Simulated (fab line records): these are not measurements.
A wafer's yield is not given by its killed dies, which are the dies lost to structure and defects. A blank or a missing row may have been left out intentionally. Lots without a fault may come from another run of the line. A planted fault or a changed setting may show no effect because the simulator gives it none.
A struck lot beside a sound one    flow n5-finfet    14 steps out of a route of 1938
Sound: wafers L444.1, L444.2, L444.5. Wafers L453.1, L453.4, L453.6 were the ones struck. The cause is named last.
For every step that has rows: the tool of each side, followed by ch and its chambers, followed by its first start. Under that, the readings that differ: sound wafers    struck wafers    difference of the means    sigmas: that difference in standard deviations of wafers without a fault.
alike: a reading whose means differ by less than 2 such deviations, as well as words and numbers matching on both sides. not compared: withheld readings; readings where some wafer has no value; bounds like >300 that might hide an equal value; numbers whose values overlap and for which the record gives no deviation.
Wherever a step has rows on one side only, a row that says differs or no value, or a row with sigmas, the two part there. Numbers that have no deviation but don't overlap get no sigmas and don't part them. Lack of a reading on every wafer of one side parts them only where that side has two or more wafers.

first, 3 steps without rows for these wafers: N5_WELL_APT_PRECLEAN_36 (cleans in O3/DIW, time 45 s); N5_WELL_APT_PRECLEAN_39 (cleans in dHF, time 60 s); N5_WELL_APT_SRD_37 (time 30 s).
N5_WELL_APT_EPI_41: deposits Si from SiH4/H2, target thk 50 nm, time 297.7 s.
  sound on epi-rpcvd-02 ch 0, day 2 10:41; struck on epi-rpcvd-02 ch 0, day 4 15:57
  alike: susceptor-temp-C, throttle-valve-pct
N5_WELL_APT_INSPECT_38: inspects for defects (darkfield).
  sound: defect-inspect-02 at day 2 11:32; struck: defect-inspect-02 at day 4 16:35
  alike: raw-defect-count
N5_PMOS_HMC_CHANNEL_EPI_HM_DEP_34: deposits SiO2 from TEOS/O2, target thk 36 nm, time 6.9 s.
  sound on pecvd-01 ch 0,1,2, day 2 11:34; struck on pecvd-03 ch 0,1, day 4 16:37
  alike: heater-power-w, showerhead-plenum-p-Torr, susceptor-temp-C, throttle-valve-pct
then, 6 steps without rows for these wafers: N5_PMOS_HMC_CHANNEL_EPI_COAT_31 (time 60 s, resist thk 66 nm); N5_PMOS_HMC_CHANNEL_EPI_COAT_03 (resist thk 205 nm); N5_PMOS_HMC_CHANNEL_EPI_EBR_05; N5_PMOS_HMC_CHANNEL_EPI_SOFTBAKE_04 (time 60 s); N5_PMOS_HMC_CHANNEL_EPI_EXPOSE_06 (exposes mask PMOS HMC BLK, target cd 240 nm); N5_PMOS_HMC_CHANNEL_EPI_PEB_07 (peb time 60 s).
N5_PMOS_HMC_CHANNEL_EPI_DEVELOP_08: develop time 30 s.
  struck on litho-track-05, day 4 16:58; sound on litho-track-05 ch 0, day 2 11:47
  no value came back on the struck wafers for chill-plate-temp-C (C), develop-time-s (s); on the sound wafers chill-plate-temp-C (C) reads 23.12 22.86 22.99
reading                                                          sound              struck           difference  sigmas
model.CAR-ArF-block_of_PMOS_HMC_CHANNEL_EPI_COAT_03.thk-nm (nm)  202.8 203.4 203.4  205 205.5 204.8  +2          
N5_PMOS_HMC_CHANNEL_EPI_CD_MEAS_09: the cd target is 237.4 nm.
  sound on cd-sem-03 ch 0, day 2 11:50; struck on cd-sem-02 ch 0, day 4 17:02
reading     sound              struck  difference                     sigmas
cd-nm (nm)  238.1 238.8 237.4  - - -   no value on the struck wafers  

WHERE THEY PART
First at N5_PMOS_HMC_CHANNEL_EPI_DEVELOP_08; last, within this record, at N5_PMOS_HMC_CHANNEL_EPI_CD_MEAS_09.

WHY: what the simulator had put in
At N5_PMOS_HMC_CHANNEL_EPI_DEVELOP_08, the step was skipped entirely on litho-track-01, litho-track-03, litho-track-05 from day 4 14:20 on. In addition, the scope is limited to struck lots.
